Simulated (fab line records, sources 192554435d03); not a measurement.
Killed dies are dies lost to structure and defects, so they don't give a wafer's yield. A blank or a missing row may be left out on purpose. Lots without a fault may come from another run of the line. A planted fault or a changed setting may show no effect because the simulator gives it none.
Chamber matching | flow n5_finfet | N5_MOL_CONTACT_COAG_ETCH_91 on rie_diel-02: 4 sister chambers
The step etches SOC in N2/H2, target depth 60 nm, overetch 21 nm, time 101.2 s. 4 wafers are shown with their chamber, then 12 later ones without.

WAFERS WITH THEIR CHAMBER
wafer  | chamber | drypump_motor_current_A (A)
L084.6 | 3       | 5.9
L086.2 | 0       | 5.3
L089.5 | 2       | 5.8
L089.6 | 1       | 5.9

WAFERS WITHOUT THEIR CHAMBER
wafer  | drypump_motor_current_A (A)
L090.1 | 5.7
L090.3 | 5.9
L090.6 | 5.3
L092.1 | 5.9
L092.2 | 5.3
L092.3 | 5.9
L096.3 | 5.7
L096.5 | 5.9
L096.6 | 5.7
L097.2 | 5.8
L097.3 | 5.9
L097.5 | 5.8

WHICH CHAMBER EACH WENT THROUGH
wafer  | from the rows above     | in truth
L090.1 | 2                       | 2
L090.3 | can't be placed: 1 or 3 | 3
L090.6 | 0                       | 0
L092.1 | can't be placed: 1 or 3 | 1
L092.2 | 0                       | 0
L092.3 | can't be placed: 1 or 3 | 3
L096.3 | 2                       | 2
L096.5 | can't be placed: 1 or 3 | 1
L096.6 | 2                       | 2
L097.2 | 2                       | 2
L097.3 | can't be placed: 1 or 3 | 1
L097.5 | 2                       | 2
Placed correctly: 7 of 12. Can't be placed from these rows: 5 (the true chamber is among the candidates in 5). Placed wrongly: 0.
How it was worked out, from the rows above alone: a wafer's distance from a chamber is the root of the sum, over the readings, of the square of ((its reading less the chamber's mean) divided by the reading's scatter). The wafer belongs to the nearest chamber; if the next one is less than 2 further off, it can't be placed. A chamber's mean is the mean of its shown wafers. The scatter: with one shown wafer a chamber, the root of the mean of the squares of how far each hidden wafer lies from its nearest shown one.
